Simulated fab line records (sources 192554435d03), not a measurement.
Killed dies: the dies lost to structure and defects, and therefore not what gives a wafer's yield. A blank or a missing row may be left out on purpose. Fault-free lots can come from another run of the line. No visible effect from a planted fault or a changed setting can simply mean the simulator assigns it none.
A struck lot beside a sound one	flow n5-finfet	15 steps out of a route of 1938
Sound: wafers L519.3, L519.5, L519.6. Struck: wafer L524.4 (left out: L524.1, a lot-mate that was not struck); the cause follows at the end.
Order at every step that has rows: each side's tool, ch and its chambers, its first start. Under that, the readings that differ: sound wafers	struck wafers	difference of the means	sigmas: that difference in standard deviations of wafers without a fault.
alike: a reading whose means differ by less than 2 such deviations, as well as words and numbers matching on both sides. not compared: withheld readings; readings where some wafer has no value; bounds like >300 that might hide an equal value; numbers whose values overlap and for which the record gives no deviation.
Wherever a step has rows on one side only, a row that says differs or no value, or a row with sigmas, the two part there. Non-overlapping numbers with no deviation appear without sigmas and do not part them. Lack of a reading on every wafer of one side parts them only where that side has two or more wafers.

N5_BEOL_M2_ETCH_41: etches SiCN in CH3F/O2, target depth 29.9 nm, time 52.5 s.
  sound on rie-diel-04 ch 1,2,3; struck on rie-diel-06 ch 1
reading	sound	struck	difference	sigmas
throttle-valve-pct (%)	16.14 16.16 16.33	16.69	+0.48	+2
  alike: chamber-pressure-mTorr, drypump-motor-current-A, oes-product-au, rf-vpp-V, showerhead-plenum-p-Torr
  not compared: rf-hours-counter-h
N5_BEOL_M2_STRIP_97: strips in N2/H2, time 10 s.
  sound on rie-diel-04 ch 1,2,3; struck on rie-diel-06 ch 1
  alike: chamber-pressure-mTorr, drypump-motor-current-A, h2-flow-sccm, n2-flow-sccm, oes-product-au, rf-vpp-V, showerhead-plenum-p-Torr, throttle-valve-pct
  not compared: rf-hours-counter-h
N5_BEOL_M2_OCD_MEAS_38:
  sound: ocd-01 at day 9 00:41; struck: ocd-02 at day 10 14:16
  alike: trench-depth-nm
then, 4 steps without rows for these wafers: N5_BEOL_M2_HM_STRIP_39 (strips TiN in peroxide tin strip, target depth 25 nm, time 158 s); N5_BEOL_M2_SRD_40 (time 30 s); N5_BEOL_M2_PRECLEAN_42 (cleans in residue remover, time 60 s); N5_BEOL_M2_SRD_43 (time 30 s).
N5_BEOL_M2_CD_MEAS_35: target cd 18 nm, target cd y 22.2 nm.
  sound: cd-sem-01 at day 9 00:50; struck: cd-sem-01 at day 10 14:25
  alike: cd-nm
then, 1 step without rows for these wafers: N5_BEOL_M2_DEGAS_44 (time 60 s).
N5_BEOL_M2_PRE_CLEAN_45: time 30 s.
  sound: pvd-sputter-01 at day 9 01:01; struck: pvd-sputter-02 at day 10 14:53
  alike: heater-power-w
then, 1 step without rows for these wafers: N5_BEOL_M2_ALD_84 (deposits TaN, pulse time 2 s, purge time 3 s, co reactant purge time 2 s).
N5_BEOL_M2_SURFACE_TREAT_85:
  sound: pvd-sputter-03 at day 9 01:19; struck: pvd-sputter-01 at day 10 15:12
  not compared: pressure-mtorr, throttle-valve-pct
N5_BEOL_M2_CVD_47: deposits Co from CCTBA/H2, target thk 3 nm, time 223.8 s.
  sound on cvd-co-01 ch 0,1,2, day 9 01:26; struck on cvd-co-01 ch 1, day 10 15:26
reading	sound	struck	difference	sigmas
run-length-s (s)	248.0 247.2 246.6	415.7	+168.4	+99 or more
N5_BEOL_M2_SPUTTER_48: material Cu, target thk 4.5 nm, time 8.29 s.
  sound: pvd-sputter-02 at day 9 01:39; struck: pvd-sputter-01 at day 10 15:43
  alike: throttle-valve-pct
N5_BEOL_M4_RC_MEAS_101:
  sound on prober-02 ch 0, day 9 19:34; struck on prober-01 ch 0, day 11 11:48
reading	sound	struck	difference	sigmas
VT_P (mV)	-251.7 -252.8 -255.5	-245.9	+7.4	+3
  alike: DIBL_N, DIBL_P, IOFF_N, IOFF_P, ION_N, ION_P, SS_N, SS_P, VT_N

WHERE THEY PART
Earliest at N5_BEOL_M2_ETCH_41; latest, in this record, at N5_BEOL_M4_RC_MEAS_101.

WHY: what had been put in by the simulator
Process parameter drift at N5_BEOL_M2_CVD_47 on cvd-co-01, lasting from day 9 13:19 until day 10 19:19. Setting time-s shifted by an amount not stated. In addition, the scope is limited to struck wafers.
